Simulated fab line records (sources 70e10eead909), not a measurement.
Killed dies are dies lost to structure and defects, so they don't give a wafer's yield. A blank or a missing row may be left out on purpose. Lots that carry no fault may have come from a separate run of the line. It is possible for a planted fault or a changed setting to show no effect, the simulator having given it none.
Which tool was responsible? -- flow nand harc -- Sampling: 11 lots, 33 wafers, 6 of 1159 route steps

WHAT THE GAUGES READ, wafer by wafer
NHARC_P_START_INSPECT_01.
lot,measured,on,raw defect count
L492,day 2 12:02,defect inspect-02,5 3 1
L493,day 2 18:02,defect inspect-02,4 7 2
L495,day 3 06:02,defect inspect-01,2 1 2
L496,day 3 12:02,defect inspect-01,4 4 2
L500,day 4 12:02,defect inspect-02,3 2 2
L502,day 5 00:02,defect inspect-01,3 4 1
L504,day 5 12:02,defect inspect-02,2 4 1
L505,day 5 18:02,defect inspect-01,3 3 4
L506,day 6 00:02,defect inspect-02,4 2 1
L508,day 6 12:02,defect inspect-01,3 3 2
L511,day 7 06:02,defect inspect-01,6 6 6

NHARC_P_ZERO_WELL_CD_MEAS_24 targets a cd of 720 nm.
lot,measured,on,cd nm (nm)
L492,day 2 14:36,cd sem-03,720.9 722.0 721.3
L493,day 2 20:31,cd sem-03,723.6 723.4 722.9
L495,day 3 08:32,cd sem-01,718.5 718.3 718.9
L496,day 3 14:28,cd sem-03,720.0 722.0 721.2
L500,day 4 14:28,cd sem-02,719.9 717.4 719.6
L502,day 5 02:35,cd sem-02,719.7 719.5 719.6
L504,day 5 14:32,cd sem-02,719.4 721.4 721.9
L505,day 5 20:28,cd sem-02,721.8 720.7 721.1
L506,day 6 02:40,cd sem-03,816.4 817.7 768.3 817.1 817.8 768.1
L508,day 6 14:36,cd sem-01,740.6 755.2 748.6 740.9 754.9 748.4
L511,day 7 08:35,cd sem-03,722.0 720.9 719.1

NHARC_END_SORT_01.
lot,measured,on,killed at array,killed at other,killed at periphery,killed dies,killed open,killed short
L492,day 20 11:47,prober-02,19 26 20,0 1 0,4 7 8,23 34 28,2 1 4,2 1 2
L493,day 20 21:05,prober-01,20 16 20,0 1 0,1 2 2,21 19 22,1 1 2,1 2 2
L495,day 21 14:46,prober-02,23 28 17,0 0 0,4 7 3,27 35 20,2 5 5,5 2 0
L496,day 22 07:14,prober-02,28 33 37,0 0 0,7 4 4,35 37 41,5 6 3,3 1 4
L500,day 23 02:58,prober-02,32 38 42,6 5 4,1 6 8,39 49 54,3 2 3,3 2 1
L502,day 22 13:32,prober-01,35 24 33,0 2 1,1 4 2,36 30 36,4 5 4,3 2 5
L504,day 23 05:02,prober-01,35 32 26,4 3 5,9 8 7,48 43 38,5 3 1,0 2 3
L505,day 24 04:44,prober-02,28 35 32,0 0 0,10 2 4,38 37 36,1 5 3,2 0 0
L506,day 24 07:40,prober-01,37 32 43,1 0 1,89 60 3,127 92 47,4 2 3,4 1 5
L508,day 25 05:34,prober-02,35 43 34,0 0 0,2 2 2,37 45 36,1 6 2,3 2 0
L511,day 24 15:29,prober-01,26 30 29,0 0 0,3 2 2,29 32 31,5 4 1,0 1 5

WHICH TOOL RAN EACH LOT (tool, then ch and the chambers of the sampled wafers, then the start)
lot,NHARC_P_ZERO_WELL_EXPOSE_21,NHARC_P_ZERO_WELL_DESCUM_26,NHARC_P_ZERO_WELL_DESCUM_54
L492,"krf scanner-03 ch 0, day 2 14:26","rie diel-13 ch 1,2, day 2 14:46","rie diel-13 ch 0,2,3, day 2 17:58"
L493,"krf scanner-02 ch 0, day 2 20:20","rie diel-13 ch 0,2, day 2 20:41","rie diel-13 ch 0,1,3, day 2 23:46"
L495,"krf scanner-04 ch 0, day 3 08:23","rie diel-13 ch 1,2,3, day 3 08:42","rie diel-08 ch 1,2,3, day 3 11:59"
L496,"krf scanner-04 ch 0, day 3 14:19","rie diel-08 ch 0,2,3, day 3 14:38","rie diel-13 ch 0,3, day 3 17:50"
L500,"krf scanner-03 ch 0, day 4 14:19","rie diel-08 ch 1,2, day 4 14:38","rie diel-08 ch 0,1,3, day 4 17:50"
L502,"krf scanner-04 ch 0, day 5 02:26","rie diel-13 ch 0,2, day 5 02:45","rie diel-08 ch 0,1,3, day 5 05:52"
L504,"krf scanner-04 ch 0, day 5 14:23","rie diel-13 ch 1,2, day 5 14:44","rie diel-11 ch 1,3, day 5 17:55"
L505,"krf scanner-03 ch 0, day 5 20:18","rie diel-13 ch 0,1,2, day 5 20:37","rie diel-13 ch 1,2,3, day 5 23:50"
L506,"krf scanner-04 ch 0, day 6 02:30","rie diel-13 ch 0,2,3, day 6 07:24","rie diel-11 ch 0,1,2, day 6 18:24"
L508,"krf scanner-04 ch 0, day 6 14:27","rie diel-11 ch 1,2,3, day 6 16:02","rie diel-11 ch 0,1, day 6 19:13"
L511,"krf scanner-02 ch 0, day 7 08:25","rie diel-08 ch 0,1,3, day 7 08:46","rie diel-08 ch 1,2,3, day 7 11:58"
- NHARC_P_ZERO_WELL_EXPOSE_21: exposes mask P NWELL, target cd 720 nm.
- NHARC_P_ZERO_WELL_DESCUM_26: chemistry O2, time 3 s.
- NHARC_P_ZERO_WELL_DESCUM_54: chemistry O2, time 3 s.

AS READ BY THE TOOLS THEMSELVES (means over the sampled wafers that have a number; for cases with no such wafer, the mark the record gives instead)
NHARC_P_ZERO_WELL_EXPOSE_21.
lot,tool,reticle temp C (C)
L492,krf scanner-03,22.93
L493,krf scanner-02,23.01
L495,krf scanner-04,23.03
L496,krf scanner-04,23.02
L500,krf scanner-03,23.05
L502,krf scanner-04,23.01
L504,krf scanner-04,22.89
L505,krf scanner-03,23.08
L506,krf scanner-04,23.13
L508,krf scanner-04,23.05
L511,krf scanner-02,23.00

NHARC_P_ZERO_WELL_DESCUM_26.
lot,tool,drypump motor current A (A),oes product au (a.u.),rf vpp V (V),showerhead plenum p Torr (Torr),throttle valve pct (%)
L492,rie diel-13,5.9,1.004,58.8,1.90,11.313
L493,rie diel-13,6.2,1.006,57.5,1.86,11.310
L495,rie diel-13,6.1,0.998,58.0,1.93,11.297
L496,rie diel-08,5.8,1.000,57.6,1.90,11.303
L500,rie diel-08,5.8,1.012,57.8,1.89,11.313
L502,rie diel-13,6.2,1.012,58.1,1.94,11.306
L504,rie diel-13,5.8,0.996,57.7,1.90,11.311
L505,rie diel-13,6.0,1.007,58.0,1.88,11.321
L506,rie diel-13,6.3,1.004,57.4,1.91,11.310
L508,rie diel-11,5.9,1.000,58.5,1.94,11.324
L511,rie diel-08,6.1,1.004,57.6,1.98,11.324

NHARC_P_ZERO_WELL_DESCUM_54.
lot,tool,drypump motor current A (A),oes product au (a.u.),rf vpp V (V),showerhead plenum p Torr (Torr),throttle valve pct (%)
L492,rie diel-13,6.4,1.007,57.9,1.91,11.322
L493,rie diel-13,6.1,1.007,57.3,1.86,11.312
L495,rie diel-08,6.0,1.003,57.5,1.98,11.312
L496,rie diel-13,6.4,1.010,56.8,1.88,11.311
L500,rie diel-08,6.1,1.006,58.7,1.98,11.315
L502,rie diel-08,6.1,1.002,58.0,1.98,11.305
L504,rie diel-11,6.1,0.998,58.0,1.97,11.309
L505,rie diel-13,6.2,0.994,58.7,1.93,11.309
L506,rie diel-11,5.7,0.995,57.4,1.91,11.308
L508,rie diel-11,5.6,1.000,58.1,1.97,11.299
L511,rie diel-08,6.0,1.002,58.2,1.98,11.303

THE ANSWER, worked out from the rows above alone
Rule: usual is defined by the lots themselves. Put in order of their means at a reading, lots are off if they are a third of the lots or fewer, leave a main group of 4 or more, and stand apart from it by a gap of 3 or more times the standard deviation of the main group's means; of several such gaps the widest counts. A main group whose means are all the same, to the digits that the tables above print for the reading, isn't used. Also off: a lot with no number at a reading for which 4 or more lots have one. Where the step has rows for the other lots, those lots are counted as sound. After the gauges, taken in route order, come the tools' own readings; for these a lot's mean is taken, as printed above. The first step at which some lot is off is used, and at that step the reading that is off furthest; a lot without a number counts as furthest.
Off at NHARC_P_ZERO_WELL_CD_MEAS_24 (cd nm): L506, L508. For the main group the mean is 720.6 nm and the standard deviation 1.3.
If a tool, at a process step before that reading, ran all the lots that are off and no sound lot after the first of them, it fits. The gauges at NHARC_P_ZERO_WELL_CD_MEAS_24 are tried like those tools. One fits: NHARC_P_ZERO_WELL_EXPOSE_21 on krf scanner-04. Its last sound lot is L504 (day 5 14:23), its first lot that is off L506 (day 6 02:30): a fault that began between those two fits.

WHAT THE SIMULATOR PUT IN
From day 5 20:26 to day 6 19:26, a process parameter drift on krf scanner-04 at NHARC_P_ZERO_WELL_EXPOSE_21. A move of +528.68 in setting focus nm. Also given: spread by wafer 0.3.
Struck lots among those shown: L506, L508. The rule above reached the same finding.
